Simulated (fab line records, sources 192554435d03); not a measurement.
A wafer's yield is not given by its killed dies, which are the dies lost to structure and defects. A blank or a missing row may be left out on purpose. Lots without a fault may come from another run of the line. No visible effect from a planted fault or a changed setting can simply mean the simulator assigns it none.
Which tool did it? -- flow n5_finfet -- 42 wafers from 14 lots sampled at 5 of the route's 1938 steps

## WHAT THE GAUGES SHOWED, per wafer
N5_BEOL_M0_OCD_MEAS_108.
lot,measured,on,trench_depth_nm (nm)
L648,day 6 01:17,ocd-01,32.4 33.2 32.3
L649,day 6 15:25,ocd-01,33.9 32.5 32.2
L651,day 7 03:50,ocd-02,33.3 32.4 32.1
L653,day 7 11:30,ocd-01,33.2 32.6 34.4
L654,day 7 16:47,ocd-02,32.1 32.6 33.3
L655,day 7 20:58,ocd-01,32.3 33.5 33.0
L657,day 8 10:47,ocd-02,33.1 32.5 32.4
L659,day 9 00:11,ocd-01,33.1 33.2 32.9
L658,day 9 00:44,ocd-02,33.5 32.9 31.9
L662,day 9 17:31,ocd-02,33.1 32.5 32.5
L663,day 10 01:53,ocd-01,31.5 31.8 32.4
L664,day 10 04:59,ocd-02,32.2 32.4 32.8
L668,day 11 02:07,ocd-01,32.3 32.3 34.1
L670,day 11 10:58,ocd-02,32.5 33.8 32.2

N5_BEOL_M4_RC_MEAS_101.
lot,measured,on,DIBL_N (mV/V),DIBL_P (mV/V),IOFF_N (nA/um),IOFF_P (nA/um),ION_N (uA/um),ION_P (uA/um),SS_N (mV/dec),SS_P (mV/dec),VT_N (mV),VT_P (mV)
L648,day 7 22:20,prober-01,36.1 36.0 34.9,35.7 36.3 33.9,0.154 0.150 0.130,0.20 0.22 0.18,668 666 672,459 460 459,71.1 71.1 70.7,73.1 73.1 73.0,253 252 253,-249 -248 -252
L649,day 8 12:00,prober-01,34.8 35.9 33.8,36.8 38.6 35.6,0.153 0.169 0.124,0.19 0.20 0.17,687 676 654,462 455 454,71.7 72.1 71.4,73.5 73.4 72.9,252 252 260,-255 -253 -256
L651,day 9 00:58,prober-02,34.9 32.3 33.7,35.5 33.0 34.1,0.133 0.114 0.122,0.19 0.16 0.18,665 669 667,451 456 464,71.9 70.5 70.7,72.9 73.0 72.4,252 254 252,-251 -253 -254
L653,day 9 04:26,prober-02,36.4 35.6 36.7,36.1 37.0 38.0,0.144 0.144 0.158,0.17 0.18 0.20,659 665 668,444 452 459,72.3 71.3 71.3,72.7 72.4 73.1,252 250 251,-258 -254 -252
L654,day 9 13:25,prober-02,38.3 35.9 35.0,37.6 34.8 33.7,0.182 0.149 0.126,0.26 0.22 0.19,680 675 663,468 471 461,72.3 71.2 70.9,73.0 72.7 72.9,247 250 252,-248 -245 -251
L655,day 9 17:02,prober-01,36.0 36.4 36.3,38.9 37.9 38.7,0.162 0.158 0.175,0.24 0.22 0.24,676 681 704,477 468 480,70.3 71.3 71.8,73.6 73.6 73.8,250 248 248,-247 -248 -245
L657,day 10 14:43,prober-01,36.8 38.7 37.9,37.4 39.8 38.5,0.169 0.216 0.199,0.20 0.25 0.23,676 690 692,460 467 472,71.2 72.4 71.8,72.9 74.5 74.5,247 246 245,-252 -249 -250
L659,day 10 17:42,prober-02,37.6 37.4 33.8,37.5 37.5 32.5,0.173 0.169 0.115,0.20 0.19 0.14,676 675 655,456 458 450,71.4 71.1 70.4,73.9 73.7 72.9,248 248 251,-255 -254 -256
L658,day 10 20:29,prober-01,37.3 34.3 36.1,35.7 32.8 35.5,0.166 0.124 0.151,0.25 0.20 0.24,657 670 660,460 469 459,72.1 70.5 71.3,73.9 72.4 73.4,250 252 250,-248 -249 -249
L662,day 11 17:20,prober-01,37.1 37.1 37.4,35.7 36.3 37.6,0.152 0.158 0.155,0.18 0.19 0.20,673 670 677,462 464 460,71.7 72.0 72.0,73.0 73.3 73.9,252 250 251,-253 -253 -250
L663,day 11 17:46,prober-02,36.0 37.8 35.8,33.6 36.3 34.2,0.126 0.148 0.125,0.16 0.20 0.17,662 673 663,457 454 459,71.7 71.1 71.1,72.8 73.7 73.1,252 251 254,-255 -251 -252
L664,day 12 09:48,prober-02,37.3 36.2 36.7,38.0 35.3 35.5,0.163 0.141 0.150,0.23 0.18 0.19,665 656 661,458 450 458,72.7 71.8 72.4,73.9 73.1 73.3,250 253 253,-251 -257 -254
L668,day 13 00:59,prober-02,36.6 35.3 35.5,35.6 35.2 34.1,0.183 0.175 0.161,0.23 0.23 0.20,677 686 670,466 469 457,72.1 71.3 72.1,73.3 73.8 73.5,245 245 248,-249 -248 -251
L670,day 13 15:45,prober-02,34.6 34.9 35.7,34.7 33.6 34.8,0.133 0.135 0.154,0.19 0.16 0.19,665 679 681,458 461 459,71.8 71.3 71.5,72.8 72.4 73.6,251 252 250,-251 -253 -249

## TOOL THAT RAN EACH LOT (tool first, then ch and the chambers of the sampled wafers, then the start)
lot,N5_BEOL_M0_CVD_115,N5_BEOL_M0_ANNEAL_117,N5_BEOL_M0_ANNEAL_135
L648,"cvd_co-01 ch 0,1,2, day 6 02:17","pvd_sputter-03, day 6 02:31","pvd_sputter-03, day 6 02:45"
L649,"cvd_co-01 ch 0,1, day 6 16:32","pvd_sputter-03, day 6 17:51","pvd_sputter-03, day 6 18:05"
L651,"cvd_co-01 ch 0,1, day 7 06:23","pvd_sputter-03, day 7 06:34","pvd_sputter-03, day 7 06:48"
L653,"cvd_co-01 ch 0,1,2, day 7 12:36","pvd_sputter-01, day 7 12:47","pvd_sputter-01, day 7 13:01"
L654,"cvd_co-01 ch 0,1, day 7 18:53","pvd_sputter-02, day 7 19:59","pvd_sputter-02, day 7 20:13"
L655,"cvd_co-02 ch 0,1,2, day 8 00:01","pvd_sputter-03, day 8 00:16","pvd_sputter-03, day 8 00:31"
L657,"cvd_co-02 ch 0,1,2, day 8 11:51","pvd_sputter-02, day 8 12:07","pvd_sputter-02, day 8 12:21"
L659,"cvd_co-02 ch 0,2, day 9 01:37","pvd_sputter-03, day 9 01:53","pvd_sputter-03, day 9 02:08"
L658,"cvd_co-01 ch 0,2, day 9 01:46","pvd_sputter-03, day 9 02:20","pvd_sputter-03, day 9 02:34"
L662,"cvd_co-01 ch 0,1,2, day 9 18:53","pvd_sputter-03, day 9 19:04","pvd_sputter-03, day 9 19:19"
L663,"cvd_co-02 ch 1,2, day 10 03:07","pvd_sputter-01, day 10 03:23","pvd_sputter-01, day 10 03:38"
L664,"cvd_co-01 ch 0,1,2, day 10 06:54","pvd_sputter-02, day 10 07:11","pvd_sputter-02, day 10 07:25"
L668,"cvd_co-02 ch 0,1,2, day 11 03:37","pvd_sputter-01, day 11 04:40","pvd_sputter-01, day 11 04:54"
L670,"cvd_co-01 ch 0,1,2, day 11 13:33","pvd_sputter-02, day 11 13:44","pvd_sputter-02, day 11 13:59"
- N5_BEOL_M0_CVD_115: deposits Co from CCTBA/H2, time 120 s.
- N5_BEOL_M0_ANNEAL_117: time 60 s.
- N5_BEOL_M0_ANNEAL_135: time 60 s.

## WHAT THE TOOLS THEMSELVES READ (means of the sampled wafers that have a number; where no wafer has one, the mark that the record gives instead)
N5_BEOL_M0_CVD_115.
lot,tool,run_length_s (s)
L648,cvd_co-01,142.7
L649,cvd_co-01,142.4
L651,cvd_co-01,142.6
L653,cvd_co-01,142.5
L654,cvd_co-01,142.9
L655,cvd_co-02,143.5
L657,cvd_co-02,143.4
L659,cvd_co-02,143.6
L658,cvd_co-01,142.6
L662,cvd_co-01,142.6
L663,cvd_co-02,128.5
L664,cvd_co-01,142.6
L668,cvd_co-02,114.0
L670,cvd_co-01,142.5

N5_BEOL_M0_ANNEAL_117.
lot,tool,heater_power_w (W)
L648,pvd_sputter-03,830
L649,pvd_sputter-03,812
L651,pvd_sputter-03,824
L653,pvd_sputter-01,820
L654,pvd_sputter-02,752
L655,pvd_sputter-03,856
L657,pvd_sputter-02,770
L659,pvd_sputter-03,796
L658,pvd_sputter-03,858
L662,pvd_sputter-03,752
L663,pvd_sputter-01,800
L664,pvd_sputter-02,786
L668,pvd_sputter-01,806
L670,pvd_sputter-02,748

N5_BEOL_M0_ANNEAL_135.
lot,tool,heater_power_w (W)
L648,pvd_sputter-03,840
L649,pvd_sputter-03,824
L651,pvd_sputter-03,827
L653,pvd_sputter-01,809
L654,pvd_sputter-02,765
L655,pvd_sputter-03,862
L657,pvd_sputter-02,775
L659,pvd_sputter-03,793
L658,pvd_sputter-03,853
L662,pvd_sputter-03,753
L663,pvd_sputter-01,811
L664,pvd_sputter-02,759
L668,pvd_sputter-01,798
L670,pvd_sputter-02,749

## THE ANSWER, worked out from the rows above alone
Rule: what is usual is taken from the lots themselves. Put in order of their means at a reading, lots are off if they are a third of the lots or fewer, leave a main group of 4 or more, and stand apart from it by a gap of 3 or more times the standard deviation of the main group's means; of several such gaps the widest counts. A main group is skipped when, at the precision printed for the reading in the tables above, its means are all equal. A lot without any number at a reading at which 4 lots or more have one is off too. The other lots that the step has rows for count as sound. The gauges are gone through in route order, then the tools' own readings, and for those a lot's mean is taken as printed above. At the first step where some lot is off, the reading lying furthest off is the one used; lots without a number count as furthest.
Off at N5_BEOL_M0_CVD_115 (run_length_s): L663, L668. Main group: mean 142.8 s, sd 0.41.
If a tool, at that step or one of the process steps before it, ran each lot that is off and ran no sound lot following the first of them, it fits. One fits: N5_BEOL_M0_CVD_115 on cvd_co-02. A fault onset in the window from L659 (day 9 01:37, its last sound lot) to L663 (day 10 03:07, its first lot off) fits.
The tool's own readings at N5_BEOL_M0_CVD_115 bear it out: on the lots that are off they differ by more than 5 times the standard deviation of the sound lots' means. run_length_s reads 121.2 s there against 142.8 s on the sound lots.

## WHAT HAD BEEN PUT IN BY THE SIMULATOR
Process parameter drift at N5_BEOL_M0_CVD_115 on cvd_co-02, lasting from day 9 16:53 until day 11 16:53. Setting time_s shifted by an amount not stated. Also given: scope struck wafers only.
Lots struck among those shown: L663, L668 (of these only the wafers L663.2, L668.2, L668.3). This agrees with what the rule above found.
